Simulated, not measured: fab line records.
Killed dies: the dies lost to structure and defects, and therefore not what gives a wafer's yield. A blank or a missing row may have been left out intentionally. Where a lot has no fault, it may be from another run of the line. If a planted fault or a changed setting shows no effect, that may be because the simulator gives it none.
What tool caused it? + flow nandHarc + Sampling: 24 lots, 72 wafers, 6 of 1159 route steps

## WHAT THE GAUGES SHOWED, per wafer
Not one reading of a measure or inspect step in the record can be checked against a usual standard deviation.

## WHICH TOOL RAN EACH LOT (tool, then ch and the chambers of the sampled wafers, then the start)
| lot  | NHARC_A_STAIRCASE_DEP_417       | NHARC_A_SGD_CUT_DESCUM_14         | NHARC_A_CONTACT_ETCH_120           | NHARC_A_CONTACT_ETCH_90           | NHARC_A_CONTACT_DEP_58          | NHARC_A_CONTACT_ETCH_91           |
|------|---------------------------------|-----------------------------------|------------------------------------|-----------------------------------|---------------------------------|-----------------------------------|
| L075 | pecvd-01 ch 1,2, day 12 01:46   | rieDiel-05 ch 2,3, day 13 18:33   | harCapEtch-03 ch 0,1, day 16 13:26 | rieDiel-07 ch 0,1,2, day 16 14:19 | pecvd-01 ch 0,1,2, day 16 18:34 | rieDiel-07 ch 1,3, day 16 22:39   |
| L074 | pecvd-03 ch 0,1, day 12 08:49   | rieDiel-12 ch 0,1, day 14 06:17   | harCapEtch-03 ch 0,1, day 17 00:35 | rieDiel-01 ch 2,3, day 17 01:28   | pecvd-02 ch 0,1,2, day 17 04:48 | rieDiel-07 ch 0,1,2, day 17 09:16 |
| L076 | pecvd-01 ch 0,1,2, day 12 12:36 | rieDiel-10 ch 1,2, day 14 06:02   | harCapEtch-02 ch 0,1, day 16 15:49 | rieDiel-01 ch 0,1,2, day 16 16:40 | pecvd-02 ch 0,2, day 16 23:00   | rieDiel-01 ch 1,2,3, day 17 03:14 |
| L078 | pecvd-03 ch 0,1,2, day 12 13:14 | rieDiel-10 ch 1,2,3, day 14 07:04 | harCapEtch-02 ch 0,1, day 17 02:12 | rieDiel-07 ch 1,2,3, day 17 03:17 | pecvd-02 ch 0,1,2, day 17 07:46 | rieDiel-02 ch 1,2,3, day 17 12:20 |
| L077 | pecvd-04 ch 0,1,2, day 12 15:14 | rieDiel-05 ch 1,2, day 14 05:56   | harCapEtch-03 ch 0,1, day 16 18:29 | rieDiel-01 ch 0,1,2, day 16 19:21 | pecvd-02 ch 0,1,2, day 17 00:53 | rieDiel-07 ch 1,2,3, day 17 05:00 |
| L079 | pecvd-03 ch 0,2, day 12 23:26   | rieDiel-10 ch 0,1,2, day 14 16:43 | harCapEtch-03 ch 0,1, day 17 08:21 | rieDiel-02 ch 0,3, day 17 09:14   | pecvd-02 ch 0,1,2, day 17 12:49 | rieDiel-01 ch 1,3, day 17 16:46   |
| L080 | pecvd-04 ch 0,2, day 13 11:43   | rieDiel-10 ch 0,1,3, day 15 06:23 | harCapEtch-03 ch 0,1, day 17 19:27 | rieDiel-01 ch 0,2,3, day 17 20:19 | pecvd-04 ch 0,2, day 17 23:35   | rieDiel-01 ch 0,2,3, day 18 03:31 |
| L081 | pecvd-01 ch 0,1,2, day 13 15:30 | rieDiel-05 ch 0,2, day 15 15:42   | harCapEtch-02 ch 0,1, day 18 01:37 | rieDiel-01 ch 2,3, day 18 02:57   | pecvd-01 ch 0,1, day 18 09:35   | rieDiel-02 ch 1,2,3, day 18 13:34 |
| L082 | pecvd-04 ch 0,1,2, day 14 07:23 | rieDiel-05 ch 1,2, day 16 04:32   | harCapEtch-03 ch 0,1, day 18 15:33 | rieDiel-01 ch 0,1,3, day 18 16:29 | pecvd-02 ch 1,2, day 18 19:32   | rieDiel-01 ch 0,2,3, day 18 23:38 |
| L083 | pecvd-01 ch 0,1,2, day 14 08:07 | rieDiel-12 ch 0,1, day 16 04:43   | harCapEtch-01 ch 0,1, day 18 16:42 | rieDiel-02 ch 1,2,3, day 18 17:35 | pecvd-04 ch 0,1, day 18 21:17   | rieDiel-01 ch 0,1,3, day 19 01:09 |
| L084 | pecvd-03 ch 0,1,2, day 14 12:17 | rieDiel-12 ch 1,2, day 16 08:40   | harCapEtch-02 ch 0,1, day 18 19:14 | rieDiel-01 ch 0,2,3, day 18 20:08 | pecvd-01 ch 1,2, day 18 23:20   | rieDiel-02 ch 1,2,3, day 19 03:11 |
| L087 | pecvd-04 ch 0,1,2, day 15 04:48 | rieDiel-10 ch 0,1,2, day 16 22:12 | harCapEtch-03 ch 0,1, day 19 03:28 | rieDiel-02 ch 0,1,2, day 19 04:21 | pecvd-04 ch 0,2, day 19 07:16   | rieDiel-01 ch 0,2,3, day 19 11:04 |
| L086 | pecvd-03 ch 0,1, day 15 05:10   | rieDiel-05 ch 1,2,3, day 16 21:57 | harCapEtch-01 ch 0,1, day 19 02:40 | rieDiel-07 ch 1,2,3, day 19 03:32 | pecvd-01 ch 0,1,2, day 19 06:27 | rieDiel-01 ch 0,1,3, day 19 10:13 |
| L085 | pecvd-03 ch 0,1,2, day 15 09:52 | rieDiel-12 ch 0,1, day 17 04:41   | harCapEtch-03 ch 1, day 19 16:23   | rieDiel-02 ch 0,1,2, day 19 17:14 | pecvd-02 ch 0,1,2, day 19 20:42 | rieDiel-07 ch 2,3, day 20 01:11   |
| L088 | pecvd-04 ch 0,1,2, day 15 16:49 | rieDiel-10 ch 0,1,3, day 17 08:37 | harCapEtch-01 ch 0,1, day 19 19:22 | rieDiel-01 ch 0,1,3, day 19 20:14 | pecvd-04 ch 1,2, day 20 00:41   | rieDiel-02 ch 1,2,3, day 20 04:50 |
| L089 | pecvd-01 ch 0,2, day 15 20:16   | rieDiel-05 ch 0,2,3, day 17 20:41 | harCapEtch-02 ch 0,1, day 20 06:32 | rieDiel-02 ch 0,2, day 20 07:24   | pecvd-04 ch 0,1,2, day 20 10:20 | rieDiel-07 ch 0,1,2, day 20 14:24 |
| L090 | pecvd-03 ch 0,1, day 15 20:20   | rieDiel-05 ch 0,1,3, day 17 18:52 | harCapEtch-02 ch 0,1, day 20 11:13 | rieDiel-07 ch 1,2,3, day 20 12:05 | pecvd-01 ch 0,2, day 20 15:47   | rieDiel-07 ch 0,1,2, day 20 19:41 |
| L091 | pecvd-01 ch 0,1,2, day 15 22:38 | rieDiel-12 ch 0,2,3, day 17 19:15 | harCapEtch-01 ch 0,1, day 20 06:10 | rieDiel-01 ch 0,2,3, day 20 07:03 | pecvd-02 ch 0,1,2, day 20 10:04 | rieDiel-01 ch 1,2,3, day 20 14:00 |
| L092 | pecvd-03 ch 0,1,2, day 16 10:28 | rieDiel-12 ch 1,3, day 18 06:28   | harCapEtch-02 ch 0, day 20 22:56   | rieDiel-07 ch 0,1, day 20 23:49   | pecvd-02 ch 0,1, day 21 02:46   | rieDiel-07 ch 1,2, day 21 06:33   |
| L095 | pecvd-01 ch 0,1,2, day 17 05:55 | rieDiel-12 ch 1,2,3, day 19 01:35 | harCapEtch-03 ch 0,1, day 21 16:56 | rieDiel-07 ch 0,1,3, day 21 18:05 | pecvd-01 ch 0,1,2, day 21 22:42 | rieDiel-07 ch 0,1,2, day 22 02:34 |
| L096 | pecvd-03 ch 0,2, day 17 06:41   | rieDiel-05 ch 0,1,2, day 19 01:16 | harCapEtch-02 ch 0,1, day 21 08:03 | rieDiel-01 ch 1,2,3, day 21 08:55 | pecvd-01 ch 0,1,2, day 21 13:22 | rieDiel-07 ch 1,2,3, day 21 17:16 |
| L093 | pecvd-03 ch 0,1,2, day 17 08:06 | rieDiel-05 ch 0,3, day 19 03:29   | harCapEtch-01 ch 0,1, day 21 20:15 | rieDiel-01 ch 0,1,2, day 21 21:08 | pecvd-01 ch 1,2, day 22 00:06   | rieDiel-01 ch 0,1,3, day 22 04:40 |
| L094 | pecvd-01 ch 1,2, day 17 08:07   | rieDiel-10 ch 0,1, day 19 02:25   | harCapEtch-01 ch 0,1, day 21 15:27 | rieDiel-02 ch 0,2,3, day 21 16:20 | pecvd-02 ch 1,2, day 21 19:12   | rieDiel-01 ch 0,1, day 21 23:07   |
| L097 | pecvd-01 ch 0,1, day 17 17:02   | rieDiel-10 ch 1,2, day 19 14:10   | harCapEtch-02 ch 0,1, day 22 04:29 | rieDiel-01 ch 0,1,2, day 22 05:23 | pecvd-02 ch 0,1,2, day 22 08:20 | rieDiel-01 ch 0,2, day 22 12:54   |
- NHARC_A_STAIRCASE_DEP_417: deposits Si3N4, target thk 60 nm.
- NHARC_A_SGD_CUT_DESCUM_14: chemistry O2, time 3 s.
- NHARC_A_CONTACT_ETCH_120: etches the open film in C4F8/O2/Ar, time 94 s, target depth 922 nm.
- NHARC_A_CONTACT_ETCH_90: etches the open film in CH3F/O2, target depth 40 nm, time 85.7 s.
- NHARC_A_CONTACT_DEP_58: deposits SiON, target thk 60 nm.
- NHARC_A_CONTACT_ETCH_91: etches the open film in CH3F/O2, target depth 40 nm, time 85.7 s.

## AS READ BY THE TOOLS THEMSELVES (means over the sampled wafers that have a number; for cases with no such wafer, the mark the record gives instead)
NHARC_A_STAIRCASE_DEP_417. Usual: heaterPowerW 766 W, standard deviation 77.
| lot  | tool     | heaterPowerW (W) | flag |
|------|----------|------------------|------|
| L075 | pecvd-01 | 835              |      |
| L074 | pecvd-03 | 693              |      |
| L076 | pecvd-01 | 827              |      |
| L078 | pecvd-03 | 758              |      |
| L077 | pecvd-04 | 694              |      |
| L079 | pecvd-03 | 827              |      |
| L080 | pecvd-04 | 750              |      |
| L081 | pecvd-01 | 814              |      |
| L082 | pecvd-04 | 689              |      |
| L083 | pecvd-01 | 771              |      |
| L084 | pecvd-03 | 707              |      |
| L087 | pecvd-04 | 728              |      |
| L086 | pecvd-03 | 702              |      |
| L085 | pecvd-03 | 733              |      |
| L088 | pecvd-04 | 780              |      |
| L089 | pecvd-01 | 832              |      |
| L090 | pecvd-03 | 663              |      |
| L091 | pecvd-01 | 875              |      |
| L092 | pecvd-03 | 721              |      |
| L095 | pecvd-01 | 821              |      |
| L096 | pecvd-03 | 737              |      |
| L093 | pecvd-03 | 715              |      |
| L094 | pecvd-01 | 821              |      |
| L097 | pecvd-01 | 835              |      |

NHARC_A_SGD_CUT_DESCUM_14. Usual: drypumpMotorCurrentA 5.8 A, standard deviation 0.48; mfcArSccm 0.011 sccm, standard deviation 0.017; oesProductAu 0.996 a.u., standard deviation 0.0069; rfVppV 57.8 V, standard deviation 0.95; showerheadPlenumPTorr 1.92 Torr, standard deviation 0.099; throttleValvePct 11.311 %, standard deviation 0.0099.
| lot  | tool       | drypumpMotorCurrentA (A) | mfcArSccm (sccm) | oesProductAu (a.u.) | rfVppV (V) | showerheadPlenumPTorr (Torr) | throttleValvePct (%) | flag |
|------|------------|--------------------------|------------------|---------------------|------------|------------------------------|----------------------|------|
| L075 | rieDiel-05 | 6.1                      | 0.028            | 0.993               | 58.6       | 1.94                         | 11.315               |      |
| L074 | rieDiel-12 | 6.3                      | 0.005            | 1.000               | 57.8       | 1.89                         | 11.315               |      |
| L076 | rieDiel-10 | 6.0                      | 0.000            | 0.999               | 58.2       | 1.95                         | 11.308               |      |
| L078 | rieDiel-10 | 5.7                      | 0.000            | 0.999               | 57.7       | 1.92                         | 11.315               |      |
| L077 | rieDiel-05 | 6.0                      | 0.028            | 0.990               | 58.2       | 1.96                         | 11.307               |      |
| L079 | rieDiel-10 | 6.0                      | 0.001            | 0.995               | 58.2       | 1.96                         | 11.303               |      |
| L080 | rieDiel-10 | 5.6                      | 0.001            | 1.004               | 57.9       | 1.93                         | 11.313               |      |
| L081 | rieDiel-05 | 6.0                      | 0.028            | 0.996               | 57.3       | 1.99                         | 11.312               |      |
| L082 | rieDiel-05 | 6.0                      | 0.028            | 0.997               | 57.5       | 1.96                         | 11.310               |      |
| L083 | rieDiel-12 | 5.8                      | 0.010            | 1.009               | 58.2       | 1.94                         | 11.303               |      |
| L084 | rieDiel-12 | 5.5                      | 0.024            | 0.996               | 58.2       | 1.93                         | 11.307               |      |
| L087 | rieDiel-10 | 6.0                      | 0.001            | 0.998               | 57.2       | 1.96                         | 11.312               |      |
| L086 | rieDiel-05 | 5.8                      | 0.014            | 1.003               | 57.9       | 1.88                         | 11.310               |      |
| L085 | rieDiel-12 | 6.3                      | 0.005            | 1.000               | 57.6       | 1.89                         | 11.323               |      |
| L088 | rieDiel-10 | 5.6                      | 0.001            | 1.000               | 58.3       | 1.93                         | 11.313               |      |
| L089 | rieDiel-05 | 5.7                      | 0.014            | 0.991               | 57.8       | 1.90                         | 11.315               |      |
| L090 | rieDiel-05 | 5.4                      | 0.000            | 0.994               | 57.3       | 1.84                         | 11.314               |      |
| L091 | rieDiel-12 | 6.1                      | 0.026            | 0.994               | 59.0       | 1.89                         | 11.306               |      |
| L092 | rieDiel-12 | 5.5                      | 0.022            | 0.996               | 58.1       | 1.98                         | 11.316               |      |
| L095 | rieDiel-12 | 5.6                      | 0.031            | 0.996               | 57.6       | 1.93                         | 11.318               |      |
| L096 | rieDiel-05 | 5.7                      | 0.014            | 0.999               | 57.4       | 1.92                         | 11.317               |      |
| L093 | rieDiel-05 | 5.4                      | 0.000            | 0.991               | 57.8       | 1.86                         | 11.314               |      |
| L094 | rieDiel-10 | 5.9                      | 0.002            | 0.998               | 58.4       | 1.97                         | 11.313               |      |
| L097 | rieDiel-10 | 6.0                      | 0.000            | 0.989               | 59.2       | 1.95                         | 11.322               |      |

NHARC_A_CONTACT_ETCH_90. Usual: drypumpMotorCurrentA 5.75 A, standard deviation 0.25; mfcArSccm 199.9 sccm, standard deviation 0.67; oesProductAu 0.95 a.u., standard deviation 0.036; rfVppV 244.5 V, standard deviation 1.7; showerheadPlenumPTorr 2.47 Torr, standard deviation 0.1; throttleValvePct 20.664 %, standard deviation 0.0088.
| lot  | tool       | drypumpMotorCurrentA (A) | mfcArSccm (sccm) | oesProductAu (a.u.) | rfVppV (V) | showerheadPlenumPTorr (Torr) | throttleValvePct (%) | flag |
|------|------------|--------------------------|------------------|---------------------|------------|------------------------------|----------------------|------|
| L075 | rieDiel-07 | 5.65                     | 199.9            | 0.93                | 245.3      | 2.51                         | 20.663               |      |
| L074 | rieDiel-01 | 5.69                     | 200.6            | 1.00                | 244.8      | 2.47                         | 20.654               |      |
| L076 | rieDiel-01 | 5.89                     | 200.3            | 1.00                | 245.9      | 2.54                         | 20.661               |      |
| L078 | rieDiel-07 | 5.58                     | 200.4            | 0.92                | 244.6      | 2.47                         | 20.664               |      |
| L077 | rieDiel-01 | 5.91                     | 200.0            | 0.93                | 245.1      | 2.54                         | 20.663               |      |
| L079 | rieDiel-02 | 5.92                     | 199.8            | 1.00                | 243.8      | 2.41                         | 20.670               |      |
| L080 | rieDiel-01 | 5.86                     | 200.4            | 0.92                | 244.0      | 2.45                         | 20.665               |      |
| L081 | rieDiel-01 | 5.68                     | 199.7            | 1.00                | 244.5      | 2.47                         | 20.653               |      |
| L082 | rieDiel-01 | 5.91                     | 199.7            | 0.93                | 244.2      | 2.44                         | 20.668               |      |
| L083 | rieDiel-02 | 5.58                     | 200.0            | 0.92                | 243.7      | 2.48                         | 20.665               |      |
| L084 | rieDiel-01 | 5.85                     | 200.4            | 0.92                | 243.8      | 2.44                         | 20.664               |      |
| L087 | rieDiel-02 | 5.49                     | 199.8            | 0.93                | 243.7      | 2.43                         | 20.671               |      |
| L086 | rieDiel-07 | 5.56                     | 199.7            | 0.94                | 244.0      | 2.47                         | 20.671               |      |
| L085 | rieDiel-02 | 5.50                     | 199.3            | 0.93                | 243.8      | 2.43                         | 20.671               |      |
| L088 | rieDiel-01 | 5.90                     | 199.5            | 1.00                | 244.2      | 2.44                         | 20.666               |      |
| L089 | rieDiel-02 | 5.38                     | 199.7            | 0.93                | 244.8      | 2.53                         | 20.666               |      |
| L090 | rieDiel-07 | 5.55                     | 200.2            | 1.00                | 244.5      | 2.46                         | 20.668               |      |
| L091 | rieDiel-01 | 5.84                     | 201.0            | 0.92                | 244.1      | 2.44                         | 20.665               |      |
| L092 | rieDiel-07 | 5.66                     | 199.9            | 1.00                | 244.4      | 2.47                         | 20.661               |      |
| L095 | rieDiel-07 | 5.58                     | 200.1            | 0.92                | 244.0      | 2.47                         | 20.666               |      |
| L096 | rieDiel-01 | 5.73                     | 200.2            | 0.92                | 243.7      | 2.46                         | 20.667               |      |
| L093 | rieDiel-01 | 5.91                     | 200.1            | 1.00                | 245.2      | 2.53                         | 20.662               |      |
| L094 | rieDiel-02 | 5.70                     | 199.8            | 0.92                | 244.3      | 2.48                         | 20.661               |      |
| L097 | rieDiel-01 | 5.96                     | 199.4            | 0.92                | 245.0      | 2.53                         | 20.665               |      |

NHARC_A_CONTACT_DEP_58. Usual: heaterPowerW 782 W, standard deviation 91.
| lot  | tool     | heaterPowerW (W) | flag |
|------|----------|------------------|------|
| L075 | pecvd-01 | 889              |      |
| L074 | pecvd-02 | 767              |      |
| L076 | pecvd-02 | 804              |      |
| L078 | pecvd-02 | 702              |      |
| L077 | pecvd-02 | 753              |      |
| L079 | pecvd-02 | 782              |      |
| L080 | pecvd-04 | 750              |      |
| L081 | pecvd-01 | 801              |      |
| L082 | pecvd-02 | 711              |      |
| L083 | pecvd-04 | 809              |      |
| L084 | pecvd-01 | 869              |      |
| L087 | pecvd-04 | 809              |      |
| L086 | pecvd-01 | 842              |      |
| L085 | pecvd-02 | 697              |      |
| L088 | pecvd-04 | 800              |      |
| L089 | pecvd-04 | 771              |      |
| L090 | pecvd-01 | 881              |      |
| L091 | pecvd-02 | 762              |      |
| L092 | pecvd-02 | 779              |      |
| L095 | pecvd-01 | 832              |      |
| L096 | pecvd-01 | 866              |      |
| L093 | pecvd-01 | 839              |      |
| L094 | pecvd-02 | 752              |      |
| L097 | pecvd-02 | 706              |      |

NHARC_A_CONTACT_ETCH_91. Usual: drypumpMotorCurrentA 5.71 A, standard deviation 0.24; mfcArSccm 200.0 sccm, standard deviation 0.6; oesProductAu 0.938 a.u., standard deviation 0.029; rfVppV 244.6 V, standard deviation 1.5; showerheadPlenumPTorr 2.48 Torr, standard deviation 0.098; throttleValvePct 20.663 %, standard deviation 0.01.
| lot  | tool       | drypumpMotorCurrentA (A) | mfcArSccm (sccm) | oesProductAu (a.u.) | rfVppV (V) | showerheadPlenumPTorr (Torr) | throttleValvePct (%) | flag |
|------|------------|--------------------------|------------------|---------------------|------------|------------------------------|----------------------|------|
| L075 | rieDiel-07 | 5.55                     | 200.2            | 0.926               | 243.8      | 2.46                         | 20.664               |      |
| L074 | rieDiel-07 | 5.66                     | 199.9            | 0.927               | 244.8      | 2.50                         | 20.658               |      |
| L076 | rieDiel-01 | 5.75                     | 199.9            | 0.921               | 244.5      | 2.47                         | 20.659               |      |
| L078 | rieDiel-02 | 5.58                     | 199.9            | 0.994               | 243.6      | 2.49                         | 20.655               |      |
| L077 | rieDiel-07 | 5.58                     | 199.6            | 0.925               | 244.0      | 2.47                         | 20.666               |      |
| L079 | rieDiel-01 | 5.74                     | 199.4            | 0.928               | 242.9      | 2.37                         | 20.659               |      |
| L080 | rieDiel-01 | 5.86                     | 200.2            | 0.921               | 244.2      | 2.45                         | 20.661               |      |
| L081 | rieDiel-02 | 5.57                     | 200.6            | 0.919               | 244.8      | 2.48                         | 20.666               |      |
| L082 | rieDiel-01 | 5.85                     | 200.6            | 0.922               | 245.0      | 2.44                         | 20.664               |      |
| L083 | rieDiel-01 | 5.91                     | 199.4            | 0.925               | 244.4      | 2.44                         | 20.661               |      |
| L084 | rieDiel-02 | 5.58                     | 200.1            | 0.951               | 243.9      | 2.48                         | 20.668               |      |
| L087 | rieDiel-01 | 5.84                     | 200.1            | 0.922               | 244.3      | 2.44                         | 20.670               |      |
| L086 | rieDiel-01 | 5.91                     | 200.0            | 1.007               | 244.5      | 2.44                         | 20.668               |      |
| L085 | rieDiel-07 | 5.51                     | 200.0            | 0.927               | 245.4      | 2.46                         | 20.656               |      |
| L088 | rieDiel-02 | 5.60                     | 200.1            | 0.930               | 244.3      | 2.48                         | 20.663               |      |
| L089 | rieDiel-07 | 5.64                     | 200.5            | 0.925               | 245.6      | 2.49                         | 20.661               |      |
| L090 | rieDiel-07 | 5.64                     | 199.9            | 1.002               | 244.8      | 2.49                         | 20.667               |      |
| L091 | rieDiel-01 | 5.77                     | 199.7            | 0.927               | 244.7      | 2.46                         | 20.650               |      |
| L092 | rieDiel-07 | 5.62                     | 199.9            | 0.920               | 244.6      | 2.48                         | 20.669               |      |
| L095 | rieDiel-07 | 5.64                     | 200.3            | 0.925               | 244.1      | 2.49                         | 20.673               |      |
| L096 | rieDiel-07 | 5.58                     | 200.2            | 0.926               | 244.5      | 2.46                         | 20.647               |      |
| L093 | rieDiel-01 | 5.91                     | 200.0            | 0.924               | 245.2      | 2.57                         | 20.659               |      |
| L094 | rieDiel-01 | 5.94                     | 199.3            | 1.001               | 245.6      | 2.53                         | 20.664               |      |
| L097 | rieDiel-01 | 5.86                     | 200.7            | 0.918               | 245.4      | 2.54                         | 20.666               |      |

## THE ANSWER, worked out from the rows above alone
Rule: a lot is off if the mean of its wafers that have a number lies more than 3 standard deviations from the usual mean. A lot without any number at a reading at which 4 lots or more have one is off too. All remaining lots with rows at the step are treated as sound. After the gauges, taken in route order, come the tools' own readings; for these a lot's mean is taken, as printed above. The first step at which some lot is off is used, and at that step the reading that is off furthest; a lot without a number counts as furthest.
No lot is off on any of the readings shown, so nothing can be concluded from this.

## WHAT HAD BEEN PUT IN BY THE SIMULATOR
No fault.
